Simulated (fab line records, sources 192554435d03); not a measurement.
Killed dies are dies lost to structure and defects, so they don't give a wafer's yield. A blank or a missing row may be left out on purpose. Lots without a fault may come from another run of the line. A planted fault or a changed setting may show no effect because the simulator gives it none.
Chamber matching | flow n5_finfet | N5_MOL_CONTACT_COAG_CMP_23 on cmp-03: 4 sister chambers
The step polishes, stops on SiO2, t overpolish 1.5 s, target thk 0 nm. 4 wafers are shown with their chamber, then 8 later ones without.

WAFERS WITH THEIR CHAMBER
wafer  | chamber | motor_current_A (A)
L084.4 | 1       | 7.5
L086.2 | 2       | 7.3
L086.4 | 0       | 8.3
L090.3 | 3       | 8.0

WAFERS WITHOUT THEIR CHAMBER
wafer  | motor_current_A (A)
L090.4 | 6.9
L090.6 | 7.4
L094.2 | 6.7
L094.3 | 8.4
L094.6 | 7.0
L097.1 | 7.8
L097.2 | 8.6
L097.4 | 7.3

WHICH CHAMBER EACH WENT THROUGH
wafer  | from the rows above               | in truth
L090.4 | can't be placed: 2 or 1           | 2
L090.6 | can't be placed: 1 or 2 or 3      | 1
L094.2 | can't be placed: 2 or 1           | 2
L094.3 | can't be placed: 0 or 3           | 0
L094.6 | can't be placed: 2 or 1           | 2
L097.1 | can't be placed: 3 or 1 or 2 or 0 | 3
L097.2 | can't be placed: 0 or 3           | 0
L097.4 | can't be placed: 2 or 1           | 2
Placed correctly: 0 of 8. Can't be placed from these rows: 8 (the true chamber is among the candidates in 8). Placed wrongly: 0.
How it was worked out, from the rows above alone: a wafer's distance from a chamber is the root of the sum, over the readings, of the square of ((its reading less the chamber's mean) divided by the reading's scatter). The wafer belongs to the nearest chamber; if the next one is less than 2 further off, it can't be placed. A chamber's mean is the mean of its shown wafers. The scatter: with one shown wafer a chamber, the root of the mean of the squares of how far each hidden wafer lies from its nearest shown one.
